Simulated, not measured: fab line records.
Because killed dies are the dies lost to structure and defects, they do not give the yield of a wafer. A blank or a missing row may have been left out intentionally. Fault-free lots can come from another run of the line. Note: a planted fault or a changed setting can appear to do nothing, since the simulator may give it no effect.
Matching of chambers ; flow nand-harc ; rie-si-06 running NHARC_A_ZERO_WELL_ETCH_13: 4 sister chambers
The step etches the open film in HBr/Cl2, target depth 120 nm, time 40.1 s. 8 wafers are shown with their chamber, then 8 later ones without.

WAFERS PAIRED WITH THEIR CHAMBERS
wafer;chamber;drypump-motor-current-A (A);oes-product-au (a.u.)
L075.5;2;6.0;0.998
L080.6;0;5.8;0.993
L087.2;3;5.8;1.004
L087.4;2;6.0;0.994
L089.3;1;5.4;0.995
L089.5;3;5.8;1.000
L089.6;0;5.8;0.982
L090.1;1;5.3;1.012

WAFERS WITHOUT THEIR CHAMBER
wafer;drypump-motor-current-A (A);oes-product-au (a.u.)
L090.3;5.8;1.013
L090.4;5.9;0.998
L092.1;5.3;1.006
L092.4;5.8;0.995
L092.6;5.3;1.007
L095.3;5.8;0.995
L095.5;5.8;0.991
L095.6;6.0;1.001

WHICH CHAMBER EACH WENT THROUGH
wafer;from the rows above;in truth
L090.3;can't be placed: 3 or 0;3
L090.4;can't be placed: 2 or 3 or 0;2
L092.1;1;1
L092.4;can't be placed: 3 or 0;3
L092.6;1;1
L095.3;can't be placed: 3 or 0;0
L095.5;can't be placed: 0 or 3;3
L095.6;2;2
Correctly placed: 3 of 8. Cannot be placed on the basis of these rows: 5; the candidates contain the true chamber in 5. Number placed wrongly: 0.
How it was worked out, from the rows above alone: a wafer's distance from a chamber is the root of the sum, over the readings, of the square of ((its reading less the chamber's mean) divided by the reading's scatter). If the next closest chamber is less than 2 further off than the closest, the wafer can't be placed; otherwise it belongs to the closest. For every chamber, the mean is computed from those of its wafers that are shown. The scatter: take each reading less its chamber's mean, square it, sum over the shown wafers, divide by the number of wafers less the number of chambers, and take the root.
